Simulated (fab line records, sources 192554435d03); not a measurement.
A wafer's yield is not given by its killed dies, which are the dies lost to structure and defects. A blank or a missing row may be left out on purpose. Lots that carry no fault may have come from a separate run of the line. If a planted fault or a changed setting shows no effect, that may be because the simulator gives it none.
fab line records	flow n5-finfet
record: lots: 7	wafers: 21
route steps=1938 shown BEOL_M13@1665 BEOL_M14@1738 BEOL_M15@1819 PASSIVATION@1901
start-h: start of the lot's first displayed wafer, in hours after the record's first day	wait-h: hours since the lot's step before	" same as the row above	L1.1+2: several wafers, shown together as one row	- value missing, or start not given	* or withheld: withheld	< > ~ a bound
route shown NAME@n: a module of which the file shows steps, and the number in the route of the first	usual: mean/standard deviation taken from wafers without a fault	same: alike in all rows	chamber/n: place in a boat	sites: readings site by site	_std_site: how widely they spread, as a standard deviation	_edge_site: outer sites' mean less inner sites'	radius-mm: how far each site lies from the wafer's centre	mask NAME#n: copy n	behind: the tool/chamber that last shaped the wafer	hold: why the lot was held/for how many hours/how that ended	device: the n, p or np transistor that did not switch	end of line: the tests these same wafers got at the end of their route	a step with no rows: only its recipe	killed: at the first sort, the dies lost to defects and structure; wafer yield is something else	map: per-die view of a wafer (x killed, . not killed, _ where there is no die)
set.NAME: the setting the step ran with; set.NAME@STEP: the setting that earlier step ran with	model.NAME: the simulator's own value behind a step, which no gauge read
lots with deliberately changed settings; one table per step, one row per wafer
== steps ==
step: N5_BEOL_M13_EXPOSE_07
recipe: mask-id: V12	na: 0.93	source-shape: conventional	sigma-outer: 0.6	polarization: unpolarized	attpsm-phase-deg: 180	dose-mj: 24.8
lot.wafer	tool	chamber	start-h	wait-h	mask	set.dose-mj
L074.3+5+6	krf-scanner-02	0	234.06	-	V12#0	24.8
L081.1+2+6	krf-scanner-01	0	278.57	-	V12#0	24.8
L082.2+4	krf-scanner-02	0	291.87	-	V12#0	23.18
L082.3	"	0	"	"	V12#0	24.8
L089.2+4+6	krf-scanner-01	0	347.35	-	V12#0	24.8
L093.2	krf-scanner-01	0	361.94	-	V12#0	24.8
L093.4+6	"	0	"	"	V12#0	23.57
L092.1+5	krf-scanner-01	0	362.95	-	V12#0	24.3
L092.3	"	0	"	"	V12#0	24.8
L096.1+6	krf-scanner-01	0	396.04	-	V12#0	23.54
L096.5	"	0	"	"	V12#0	24.8
step: N5_BEOL_M13_PEB_08
recipe: peb-temp-c: 130	peb-time-s: 90
step: N5_BEOL_M13_DEVELOP_09
recipe: develop-time-s: 45	rinse-liquid: diw	dry: air-spin	dev-temp-c: 21
step: N5_BEOL_M13_HARDBAKE_14
recipe: temp-c: 130	time-s: 120
step: N5_BEOL_M13_CD_MEAS_10
recipe: target-cd-nm: 190	landing-energy-ev: 500	detector: se-inlens	polarity: opening
usual: cd-nm: 189.8/1.7
lot.wafer	tool	chamber	start-h	wait-h	set.dose-mj@BEOL_M13_EXPOSE_07	cd-nm
L074.3	cd-sem-03	0	234.22	-	24.8	189.7
L074.5	"	0	"	"	24.8	190.4
L074.6	"	0	"	"	24.8	189.3
L081.1	cd-sem-03	0	278.74	-	24.8	191.4
L081.2	"	0	"	"	24.8	191.9
L081.6	"	0	"	"	24.8	191.2
L082.2	cd-sem-03	0	292.04	-	23.18	183.8
L082.3	"	0	"	"	24.8	189.6
L082.4	"	0	"	"	23.18	182.8
L089.2	cd-sem-03	0	347.51	-	24.8	188.8
L089.4	"	0	"	"	24.8	188.0
L089.6	"	0	"	"	24.8	185.9
L093.2	cd-sem-02	0	362.11	-	24.8	188.6
L093.4	"	0	"	"	23.57	184.3
L093.6	"	0	"	"	23.57	184.9
L092.1	cd-sem-03	0	363.13	-	24.3	187.2
L092.3	"	0	"	"	24.8	189.8
L092.5	"	0	"	"	24.3	185.3
L096.1	cd-sem-01	0	396.21	-	23.54	182.5
L096.5	"	0	"	"	24.8	187.0
L096.6	"	0	"	"	23.54	182.0
step: N5_BEOL_M13_DESCUM_15
recipe: chemistry: O2	time-s: 7.9	source-power-w: 50	bias-power-w: 20	pressure-mtorr: 20	rf-frequency-hz: 2.712e+07	temp-c: 40	o2-flow-sccm: 225
step: N5_BEOL_M13_ETCH_59
recipe: chemistry: N2/H2	target: BARC	target-depth-a: 890	overetch-a: 267	time-s: 67.9	ion-energy-ev: 200	pressure-mtorr: 30	source-w: 840	bias-w: 150	n2-flow-sccm: 200	h2-flow-sccm: 200
lot.wafer	tool	chamber	start-h	wait-h	set.spin-rpm@BEOL_M13_COAT_58	model.etch.depth-nm
L074.3	rie-diel-01	2	234.42	0.0	1500	89.18
L074.5	"	2	"	"	1371	93.29
L074.6	"	1	"	"	1371	93.22
L081.1	rie-diel-04	1	278.87	0.0	1439	91.16
L081.2	"	0	"	"	1500	89.17
L081.6	"	1	"	"	1500	89.22
L082.2	rie-diel-04	2	292.33	0.0	1500	88.33
L082.3	"	1	"	"	1588	86
L082.4	"	0	"	"	1588	86.06
L089.2	rie-diel-01	2	347.64	0.0	1500	89.06
L089.4	"	2	"	"	1500	88.99
L089.6	"	3	"	"	1500	89.11
L093.2	rie-diel-03	0	362.23	0.0	1500	88.89
L093.4	"	1	"	"	1500	89.56
L093.6	"	3	"	"	1355	93.86
L092.1	rie-diel-04	2	364.13	0.0	1500	88.85
L092.3	"	1	"	"	1500	88.7
L092.5	"	3	"	"	1500	88.72
L096.1	rie-diel-03	1	396.34	0.0	1337	94.25
L096.5	"	3	"	"	1500	89
L096.6	"	0	"	"	1500	88.98
step: N5_BEOL_M13_VIA_ETCH_16
recipe: chemistry: C4F8/O2/Ar	target: SiOC	pressure-mtorr: 30	source-w: 3000	bias-w: 700	Ar_flow_sccm: 400	C4F8_flow_sccm: 15	O2_flow_sccm: 8	he-inner-torr: 15	he-outer-torr: 30	target-depth-a: 9217	time-s: withheld	ion-energy-ev: 250	ends: cleared
step: N5_BEOL_M13_STRIP_63
recipe: chemistry: N2/H2	power-w: 1000	temp-c: 250	h2-frac: 0.65	overash-fraction: 0.3	pressure-mtorr: 1000	n2-flow-sccm: 1750	h2-flow-sccm: 3250
step: N5_BEOL_M13_STRIP_64
recipe: chemistry: N2/H2	power-w: 1000	temp-c: 250	h2-frac: 0.65	overash-fraction: 0.3	pressure-mtorr: withheld	n2-flow-sccm: 1750	h2-flow-sccm: 3250
usual: strip-time-to-endpoint-s: 31.29/0.083
lot.wafer	tool	chamber	start-h	wait-h	set.spin-rpm@BEOL_M13_COAT_58	strip-time-to-endpoint-s
L074.3	plasma-asher-01	0	234.79	0.0	1500	31.36
L074.5	"	0	"	"	1371	32.55
L074.6	"	1	"	"	1371	32.51
L081.1	plasma-asher-01	1	279.21	0.0	1439	31.92
L081.2	"	0	"	"	1500	31.35
L081.6	"	0	"	"	1500	31.37
L082.2	plasma-asher-02	1	292.67	0.0	1500	31.12
L082.3	"	1	"	"	1588	30.45
L082.4	"	0	"	"	1588	30.46
L089.2	plasma-asher-01	0	347.98	0.0	1500	31.33
L089.4	"	1	"	"	1500	31.31
L089.6	"	0	"	"	1500	31.34
L093.2	plasma-asher-02	0	362.58	0.0	1500	31.28
L093.4	"	0	"	"	1500	31.47
L093.6	"	1	"	"	1355	32.67
L092.1	plasma-asher-01	0	364.47	0.0	1500	31.28
L092.3	"	0	"	"	1500	31.22
L092.5	"	1	"	"	1500	31.25
L096.1	plasma-asher-01	1	396.68	0.0	1337	32.79
L096.5	"	0	"	"	1500	31.31
L096.6	"	1	"	"	1500	31.30
step: N5_BEOL_M13_STRIP_71
recipe: chemistry: post-etch-residue-remover	time-s: 60	temp-c: 25	remover-ph: withheld	remover-water-wt-pct: withheld	remover-fluoride-wt-pct: withheld
step: N5_BEOL_M13_SRD_72
recipe: time-s: 30	temp-c: 23	rinse-liquid: diw	dry: n2-spin	spin-rpm: 1500	dry-time-s: 30
step: N5_BEOL_M13_CD_MEAS_17
recipe: target-cd-nm: 190	polarity: opening
usual: cd-nm: 190.1/1.9
lot.wafer	tool	chamber	start-h	wait-h	set.dose-mj@BEOL_M13_EXPOSE_07	cd-nm
L074.3	cd-sem-02	-	234.92	0.0	24.8	190.0
L074.5	"	-	"	"	24.8	190.9
L074.6	"	-	"	"	24.8	189.9
L081.1	cd-sem-03	-	279.36	0.0	24.8	193.8
L081.2	"	-	"	"	24.8	192.7
L081.6	"	-	"	"	24.8	193.0
L082.2	cd-sem-02	-	292.82	0.0	23.18	182.5
L082.3	"	-	"	"	24.8	188.7
L082.4	"	-	"	"	23.18	182.8
L089.2	cd-sem-03	-	348.13	0.0	24.8	189.0
L089.4	"	-	"	"	24.8	188.0
L089.6	"	-	"	"	24.8	185.1
L093.2	cd-sem-01	-	362.73	0.0	24.8	189.2
L093.4	"	-	"	"	23.57	184.7
L093.6	"	-	"	"	23.57	184.1
L092.1	cd-sem-03	-	364.62	0.0	24.3	186.0
L092.3	"	-	"	"	24.8	190.8
L092.5	"	-	"	"	24.3	186.4
L096.1	cd-sem-03	-	396.83	0.0	23.54	182.4
L096.5	"	-	"	"	24.8	187.5
L096.6	"	-	"	"	23.54	184.7
step: N5_BEOL_M14_COAT_66
recipe: resist: SiARC	temp-c: 220	time-s: 60	spin-rpm: 1500	resist-thk-nm: 110
lot.wafer	tool	chamber	start-h	wait-h	set.spin-rpm	model.SiARC_of_BEOL_M14_COAT_66.thk-nm
L074.3	litho-track-04	0	-	-	1500	110.4
L074.5	"	0	"	"	1500	110.2
L074.6	"	0	"	"	1564	108.4
L081.1	litho-track-04	0	-	-	1500	110.4
L081.2	"	0	"	"	1500	110.8
L081.6	"	0	"	"	1575	107.8
L082.2+3	litho-track-03	0	-	-	1500	109.6
L082.4	"	0	"	"	1567	107.4
L089.2+4+6	litho-track-01	0	-	-	1500	110
L093.2+6	litho-track-04	0	-	-	1500	110.2
L093.4	"	0	"	"	1500	110
L092.1+3	litho-track-04	0	-	-	1500	109.8
L092.5	"	0	"	"	1500	109.4
L096.1	litho-track-04	0	-	-	1355	115
L096.5	"	0	"	"	1500	109.8
L096.6	"	0	"	"	1355	115.2
step: N5_BEOL_M14_EXPOSE_25
recipe: mask-id: M14	na: 0.8	source-shape: annular	sigma-inner: 0.5	sigma-outer: 0.8	polarization: unpolarized	target-cd-nm: 280	dose-mj: 26.6
lot.wafer	tool	chamber	start-h	wait-h	mask	set.dose-mj
L074.3+5+6	krf-scanner-02	0	242.35	-	M14#0	26.6
L081.1+2+6	krf-scanner-02	0	288.27	-	M14#0	26.6
L082.2+4	krf-scanner-01	0	299.85	-	M14#0	26.6
L082.3	"	0	"	"	M14#0	25.83
L089.2+4+6	krf-scanner-01	0	353.45	-	M14#0	26.6
L093.2	krf-scanner-02	0	369.32	-	M14#0	25.71
L093.4+6	"	0	"	"	M14#0	26.6
L092.1+5	krf-scanner-02	0	369.50	-	M14#0	26.6
L092.3	"	0	"	"	M14#0	25.57
L096.1+6	krf-scanner-01	0	402.98	-	M14#0	27.55
L096.5	"	0	"	"	M14#0	26.6
step: N5_BEOL_M14_PEB_26
recipe: peb-temp-c: 130	peb-time-s: 90
step: N5_BEOL_M14_DEVELOP_27
recipe: develop-time-s: 45	rinse-liquid: diw	dry: air-spin	dev-temp-c: 21
step: N5_BEOL_M14_HARDBAKE_32
recipe: temp-c: 130	time-s: 120
step: N5_BEOL_M14_CD_MEAS_28
recipe: target-cd-nm: 284.4	landing-energy-ev: 500	detector: se-inlens
usual: cd-nm: 285.0/2
lot.wafer	tool	chamber	start-h	wait-h	set.dose-mj@BEOL_M14_EXPOSE_25	cd-nm
L074.3	cd-sem-02	0	242.51	-	26.6	285.5
L074.5	"	0	"	"	26.6	287.0
L074.6	"	0	"	"	26.6	287.0
L081.1	cd-sem-01	0	288.44	-	26.6	283.7
L081.2	"	0	"	"	26.6	283.2
L081.6	"	0	"	"	26.6	285.3
L082.2	cd-sem-02	0	300.02	-	26.6	283.3
L082.3	"	0	"	"	25.83	278.6
L082.4	"	0	"	"	26.6	284.7
L089.2	cd-sem-01	0	353.62	-	26.6	286.0
L089.4	"	0	"	"	26.6	286.9
L089.6	"	0	"	"	26.6	289.3
L093.2	cd-sem-02	0	369.49	-	25.71	280.3
L093.4	"	0	"	"	26.6	287.0
L093.6	"	0	"	"	26.6	286.3
L092.1	cd-sem-03	0	369.68	-	26.6	285.2
L092.3	"	0	"	"	25.57	277.1
L092.5	"	0	"	"	26.6	284.0
L096.1	cd-sem-02	0	403.16	-	27.55	291.7
L096.5	"	0	"	"	26.6	286.1
L096.6	"	0	"	"	27.55	293.1
step: N5_BEOL_M14_DESCUM_33
recipe: chemistry: O2	time-s: 7.9	source-power-w: 50	bias-power-w: 20	pressure-mtorr: 20	rf-frequency-hz: 2.712e+07	temp-c: 40	o2-flow-sccm: 225
lot.wafer	tool	chamber	start-h	wait-h	set.dose-mj@BEOL_M14_EXPOSE_25	model.BEOL_M14.cd-nm
L074.3	rie-diel-05	1	242.73	0.2	26.6	285.6
L074.5+6	"	0,1	"	"	26.6	287.2
L081.1	rie-diel-05	1	288.53	0.0	26.6	283.8
L081.2	"	3	"	"	26.6	283.2
L081.6	"	3	"	"	26.6	285.2
L082.2	rie-diel-05	0	300.11	0.0	26.6	283.4
L082.3	"	1	"	"	25.83	278.6
L082.4	"	3	"	"	26.6	284.8
L089.2	rie-diel-02	0	353.73	0.1	26.6	285.6
L089.4	"	1	"	"	26.6	286.8
L089.6	"	2	"	"	26.6	289.2
L093.2	rie-diel-05	3	369.58	0.0	25.71	280.2
L093.4	"	0	"	"	26.6	287
L093.6	"	1	"	"	26.6	286
L092.1	rie-diel-02	1	369.83	0.1	26.6	285.2
L092.3	"	0	"	"	25.57	276.6
L092.5	"	1	"	"	26.6	284
L096.1	rie-diel-02	2	403.60	0.4	27.55	291.6
L096.5	"	1	"	"	26.6	285.8
L096.6	"	2	"	"	27.55	292.8
step: N5_BEOL_M14_ETCH_67
recipe: chemistry: CF4	target: SiARC	target-depth-a: 1430	time-s: 238.3	ion-energy-ev: 80	pressure-mtorr: 40	source-w: 545	bias-w: 36	Ar_flow_sccm: 100	cf4-flow-sccm: 100	ends: cleared
lot.wafer	tool	chamber	start-h	wait-h	set.spin-rpm@BEOL_M14_COAT_66	model.etch.depth-nm
L074.3	rie-diel-05	1	242.77	0.0	1500	110.5
L074.5	"	0	"	"	1500	110.1
L074.6	"	1	"	"	1564	108.4
L081.1	rie-diel-05	1	288.56	0.0	1500	110.4
L081.2	"	3	"	"	1500	110.8
L081.6	"	3	"	"	1575	107.8
L082.2	rie-diel-05	0	300.14	0.0	1500	109.5
L082.3	"	1	"	"	1500	109.6
L082.4	"	3	"	"	1567	107.4
L089.2	rie-diel-02	0	353.77	0.0	1500	110
L089.4	"	1	"	"	1500	109.9
L089.6	"	2	"	"	1500	110.1
L093.2	rie-diel-05	3	369.61	0.0	1500	110.2
L093.4	"	0	"	"	1500	110
L093.6	"	1	"	"	1500	110.3
L092.1+3	rie-diel-02	1,0	369.87	0.0	1500	109.8
L092.5	"	1	"	"	1500	109.3
L096.1	rie-diel-02	2	403.63	0.0	1355	115
L096.5	"	1	"	"	1500	109.7
L096.6	"	2	"	"	1355	115.3
step: N5_BEOL_M14_ETCH_68
recipe: chemistry: N2/H2	target: SOC	mask-material: SiARC	source-w: 3000	bias-w: 350	temp-c: 40	time-s: 450	ion-energy-ev: 200	pressure-mtorr: 30	n2-flow-sccm: 200	h2-flow-sccm: 200
lot.wafer	tool	chamber	start-h	wait-h	set.spin-rpm@BEOL_M14_COAT_66	set.dose-mj@BEOL_M14_EXPOSE_25	model.BEOL_M14.cd-nm	model.SiARC_of_BEOL_M14_COAT_66.thk-nm
L074.3	rie-diel-05	1	242.91	0.1	1500	26.6	278.6	65.6
L074.5	"	0	"	"	1500	26.6	283.8	65.4
L074.6	"	1	"	"	1564	26.6	280.8	63.4
L081.1	rie-diel-05	1	288.71	0.1	1500	26.6	278	65.6
L081.2	"	3	"	"	1500	26.6	277.8	66.6
L081.6	"	3	"	"	1575	26.6	279.8	63.2
L082.2	rie-diel-05	0	300.29	0.1	1500	26.6	279.6	64
L082.3	"	1	"	"	1500	25.83	274	63.8
L082.4	"	3	"	"	1567	26.6	280.2	62
L089.2	rie-diel-02	0	353.91	0.1	1500	26.6	281	65
L089.4	"	1	"	"	1500	26.6	283.2	65.4
L089.6	"	2	"	"	1500	26.6	283.4	65.6
L093.2	rie-diel-05	3	369.76	0.1	1500	25.71	276.6	65.4
L093.4	"	0	"	"	1500	26.6	283.6	65.2
L093.6	"	1	"	"	1500	26.6	280.4	64.2
L092.1	rie-diel-02	1	370.01	0.1	1500	26.6	280.8	65.4
L092.3	"	0	"	"	1500	25.57	270.6	64.4
L092.5	"	1	"	"	1500	26.6	279.4	65
L096.1	rie-diel-02	2	403.78	0.1	1355	27.55	289.6	70.6
L096.5	"	1	"	"	1500	26.6	282.2	64.8
L096.6	"	2	"	"	1355	27.55	290.2	69.8
step: N5_BEOL_M15_SPUTTER_43
recipe: material: TaN	target-thk-a: 150	temp-c: 50	bias-v: 168.6	power-w: 15000	chamber-pressure-pa: 0.12	time-s: 24.19
lot.wafer	tool	chamber	start-h	wait-h	set.time-s	model.TaN_of_BEOL_M15_SPUTTER_43.thk-nm
L074.3	pvd-sputter-03	-	252.80	0.0	22.92	14.4
L074.5	"	-	"	"	22.92	14.2
L074.6	"	-	"	"	24.19	15
L081.1	pvd-sputter-03	-	297.34	0.0	24.19	15.2
L081.2	"	-	"	"	24.19	15
L081.6	"	-	"	"	26.31	16.6
L082.2+3	pvd-sputter-03	-	307.15	0.0	27.05	16.6
L082.4	"	-	"	"	24.19	15
L089.2+4	pvd-sputter-03	-	369.26	0.0	24.19	15
L089.6	"	-	"	"	24.19	15.2
L093.2+6	pvd-sputter-01	-	379.72	0.0	20.85	13
L093.4	"	-	"	"	24.19	15
L092.1	pvd-sputter-02	-	379.73	0.0	21.96	14
L092.3	"	-	"	"	24.19	15.2
L092.5	"	-	"	"	24.19	15.6
L096.1	pvd-sputter-01	-	417.13	0.0	27.43	16.4
L096.5	"	-	"	"	27.43	16.6
L096.6	"	-	"	"	24.19	14.8
step: N5_BEOL_M15_SPUTTER_44
recipe: material: Ta	target-thk-a: 150	temp-c: 50	bias-v: 80	power-w: 15000	chamber-pressure-pa: 0.07	time-s: 24.19
lot.wafer	tool	chamber	start-h	wait-h	set.power-w	model.Ta_of_BEOL_M15_SPUTTER_44.thk-nm
L074.3+6	pvd-sputter-03	-	252.88	0.0	17590	17.6
L074.5	"	-	"	"	15000	15
L081.1+6	pvd-sputter-03	-	297.42	0.0	15000	15
L081.2	"	-	"	"	15000	14.6
L082.2	pvd-sputter-03	-	307.23	0.0	15000	14.8
L082.3	"	-	"	"	16680	16.4
L082.4	"	-	"	"	16680	16.8
L089.2	pvd-sputter-03	-	369.34	0.0	15000	15
L089.4	"	-	"	"	15000	15.4
L089.6	"	-	"	"	15000	14.6
L093.2	pvd-sputter-01	-	379.80	0.0	15000	14.8
L093.4	"	-	"	"	15760	15.8
L093.6	"	-	"	"	15000	15.2
L092.1+3	pvd-sputter-02	-	379.81	0.0	15000	15
L092.5	"	-	"	"	15000	14.6
L096.1	pvd-sputter-01	-	417.21	0.0	15000	15.4
L096.5+6	"	-	"	"	15000	15
step: N5_PASSIVATION_EXPOSE_27
recipe: mask-id: PAD	na: 0.55	source-shape: conventional	sigma-outer: 0.8	polarization: unpolarized	defocus-nm: 0	dose-mj: 32.3
lot.wafer	tool	chamber	start-h	wait-h	mask	set.dose-mj
L074.3	krf-scanner-02	0	266.70	-	PAD#0	34.56
L074.5+6	"	0	"	"	PAD#0	32.3
L081.1+6	krf-scanner-02	0	307.73	-	PAD#0	31.2
L081.2	"	0	"	"	PAD#0	32.3
L082.2+3+4	krf-scanner-02	0	315.11	-	PAD#0	32.3
L089.2+4+6	krf-scanner-01	0	380.53	-	PAD#0	32.3
L093.2+4	krf-scanner-02	0	393.69	-	PAD#0	31.26
L093.6	"	0	"	"	PAD#0	32.3
L092.1+3+5	krf-scanner-02	0	394.22	-	PAD#0	32.3
L096.1	krf-scanner-02	0	432.54	-	PAD#0	31.18
L096.5+6	"	0	"	"	PAD#0	32.3
step: N5_PASSIVATION_PEB_28
recipe: peb-temp-c: withheld	peb-time-s: *
lot.wafer	tool	chamber	start-h	wait-h	set.peb-time-s
L074.3+5	litho-track-03	0	266.74	0.0	*
L074.6	"	0	"	"	*
L081.1+2+6	litho-track-01	0	307.78	0.1	*
L082.2+3	litho-track-04	0	315.16	0.0	*
L082.4	"	0	"	"	*
L089.2+4+6	litho-track-03	0	380.59	0.0	*
L093.2	litho-track-01	0	393.74	0.0	*
L093.4+6	"	0	"	"	*
L092.1+3	litho-track-03	0	394.28	0.1	*
L092.5	"	0	"	"	*
L096.1+5+6	litho-track-01	0	432.59	0.1	*
step: N5_PASSIVATION_DEVELOP_29
recipe: develop-time-s: 60	rinse-liquid: diw	dry: air-spin	dev-temp-c: 21
step: N5_PASSIVATION_HARDBAKE_31
recipe: temp-c: 130	time-s: 120
step: N5_PASSIVATION_CD_MEAS_30
recipe: target-cd-nm: 4000	landing-energy-ev: 500	detector: se-inlens	polarity: opening
usual: cd-nm: 4000.7/2.2
lot.wafer	tool	chamber	start-h	wait-h	set.dose-mj@PASSIVATION_EXPOSE_27	cd-nm
L074.3	cd-sem-02	0	266.86	-	34.56	4014.7
L074.5	"	0	"	"	32.3	4002.9
L074.6	"	0	"	"	32.3	4002.8
L081.1	cd-sem-02	0	307.90	-	31.2	3990.0
L081.2	"	0	"	"	32.3	3999.0
L081.6	"	0	"	"	31.2	3991.6
L082.2	cd-sem-01	0	315.28	-	32.3	3996.4
L082.3	"	0	"	"	32.3	3997.5
L082.4	"	0	"	"	32.3	3992.3
L089.2	cd-sem-03	0	380.71	-	32.3	4005.9
L089.4	"	0	"	"	32.3	4003.1
L089.6	"	0	"	"	32.3	4002.2
L093.2	cd-sem-03	0	393.86	-	31.26	3993.0
L093.4	"	0	"	"	31.26	3988.6
L093.6	"	0	"	"	32.3	3995.6
L092.1	cd-sem-01	0	394.40	-	32.3	3997.5
L092.3	"	0	"	"	32.3	4000.7
L092.5	"	0	"	"	32.3	4001.0
L096.1	cd-sem-02	0	432.71	-	31.18	3995.6
L096.5	"	0	"	"	32.3	3999.3
L096.6	"	0	"	"	32.3	4001.4
== key ==
split: step: N5_BEOL_M13_EXPOSE_07	setting: dose-mj	stated: 24.8	by: wafer
response: step: N5_BEOL_M13_CD_MEAS_10	reading: cd-nm	change: +0.957	per: 1%	r: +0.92
response: step: N5_BEOL_M13_CD_MEAS_17	reading: cd-nm	change: +0.957	per: 1%	r: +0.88
split: step: N5_BEOL_M14_COAT_66	setting: spin-rpm	stated: 1500	by: wafer
response: step: N5_BEOL_M14_COAT_66	reading: model.SiARC_of_BEOL_M14_COAT_66.thk-nm	change: -0.531	per: 1%	r: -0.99
response: step: N5_BEOL_M14_ETCH_67	reading: model.etch.depth-nm	change: -0.538	per: 1%	r: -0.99
response: step: N5_BEOL_M14_ETCH_68	reading: model.SiARC_of_BEOL_M14_COAT_66.thk-nm	change: -0.537	per: 1%	r: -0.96
split: step: N5_BEOL_M14_EXPOSE_25	setting: dose-mj	stated: 26.6	by: wafer
response: step: N5_BEOL_M14_CD_MEAS_28	reading: cd-nm	change: +1.87	per: 1%	r: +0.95
response: step: N5_BEOL_M14_DESCUM_33	reading: model.BEOL_M14.cd-nm	change: +1.92	per: 1%	r: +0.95
response: step: N5_BEOL_M14_ETCH_68	reading: model.BEOL_M14.cd-nm	change: +2.1	per: 1%	r: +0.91
split: step: N5_BEOL_M15_SPUTTER_43	setting: time-s	stated: 24.19	by: wafer
response: step: N5_BEOL_M15_SPUTTER_43	reading: model.TaN_of_BEOL_M15_SPUTTER_43.thk-nm	change: +0.142	per: 1%	r: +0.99
split: step: N5_BEOL_M15_SPUTTER_44	setting: power-w	stated: 15000	by: wafer
response: step: N5_BEOL_M15_SPUTTER_44	reading: model.Ta_of_BEOL_M15_SPUTTER_44.thk-nm	change: +0.154	per: 1%	r: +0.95
split: step: N5_PASSIVATION_EXPOSE_27	setting: dose-mj	stated: 32.3	by: wafer
response: step: N5_PASSIVATION_CD_MEAS_30	reading: cd-nm	change: +1.72	per: 1%	r: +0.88
split: step: N5_PASSIVATION_PEB_28	setting: peb-time-s	stated: *	by: wafer
response none clear
split outside-this-file step=N5_BEOL_M13_COAT_58 setting=spin-rpm
split outside-this-file: this setting was split too, and the file shows its column; the key of that split is in another file
